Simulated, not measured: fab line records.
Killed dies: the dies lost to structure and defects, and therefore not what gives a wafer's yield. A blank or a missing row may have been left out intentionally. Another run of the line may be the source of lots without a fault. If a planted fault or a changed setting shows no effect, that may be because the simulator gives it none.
Matching of chambers :: flow nand harc :: rie diel-04 running NHARC_P_BONDPAD_ACTIVATE_29: 4 sister chambers
The step chemistry N2, time 60 s. 8 wafers are shown with their chamber, then 11 later ones without.

## WAFERS, EACH WITH ITS CHAMBER
wafer: L611.4
chamber: 0
drypump motor current A (A): 6.3
oes product au (a.u.): 1.007

wafer: L611.6
chamber: 3
drypump motor current A (A): 5.5
oes product au (a.u.): 0.992

wafer: L613.1
chamber: 2
drypump motor current A (A): 6.0
oes product au (a.u.): 1.006

wafer: L613.5
chamber: 0
drypump motor current A (A): 6.3
oes product au (a.u.): 1.002

wafer: L613.6
chamber: 1
drypump motor current A (A): 5.5
oes product au (a.u.): 0.991

wafer: L617.3
chamber: 2
drypump motor current A (A): 6.0
oes product au (a.u.): 1.020

wafer: L617.4
chamber: 1
drypump motor current A (A): 5.4
oes product au (a.u.): 0.997

wafer: L617.5
chamber: 3
drypump motor current A (A): 5.5
oes product au (a.u.): 0.989

## WAFERS MISSING THEIR CHAMBER
wafer: L618.2
drypump motor current A (A): 6.0
oes product au (a.u.): 1.007

wafer: L618.3
drypump motor current A (A): 5.5
oes product au (a.u.): 0.979

wafer: L618.5
drypump motor current A (A): 5.5
oes product au (a.u.): 0.990

wafer: L620.2
drypump motor current A (A): 5.5
oes product au (a.u.): 0.993

wafer: L620.6
drypump motor current A (A): 5.5
oes product au (a.u.): 0.994

wafer: L621.3
drypump motor current A (A): 5.5
oes product au (a.u.): 0.993

wafer: L621.5
drypump motor current A (A): 6.0
oes product au (a.u.): 1.013

wafer: L621.6
drypump motor current A (A): 5.5
oes product au (a.u.): 0.993

wafer: L622.1
drypump motor current A (A): 5.5
oes product au (a.u.): 0.985

wafer: L622.2
drypump motor current A (A): 6.0
oes product au (a.u.): 1.014

wafer: L622.4
drypump motor current A (A): 5.4
oes product au (a.u.): 0.991

## THE CHAMBER EACH PASSED THROUGH
wafer: L618.2
from the rows above: 2
in truth: 2

wafer: L618.3
from the rows above: can't be placed: 3 or 1
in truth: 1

wafer: L618.5
from the rows above: can't be placed: 3 or 1
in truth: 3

wafer: L620.2
from the rows above: can't be placed: 3 or 1
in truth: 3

wafer: L620.6
from the rows above: can't be placed: 3 or 1
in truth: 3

wafer: L621.3
from the rows above: can't be placed: 3 or 1
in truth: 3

wafer: L621.5
from the rows above: 2
in truth: 2

wafer: L621.6
from the rows above: can't be placed: 3 or 1
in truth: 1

wafer: L622.1
from the rows above: can't be placed: 3 or 1
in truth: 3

wafer: L622.2
from the rows above: 2
in truth: 2

wafer: L622.4
from the rows above: can't be placed: 1 or 3
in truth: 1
Placed correctly: 3 of 11. Unplaceable from these rows: 8, with the true chamber sitting among the candidates in 8. Placed wrongly: 0.
How it was worked out, from the rows above alone: a wafer's distance from a chamber is the root of the sum, over the readings, of the square of ((its reading less the chamber's mean) divided by the reading's scatter). If the next closest chamber is less than 2 further off than the closest, the wafer can't be placed; otherwise it belongs to the closest. A chamber's mean is the mean of its shown wafers. The scatter is the square root of a quotient: the sum, over the shown wafers, of each reading's squared deviation from its chamber's mean, divided by wafers minus chambers.
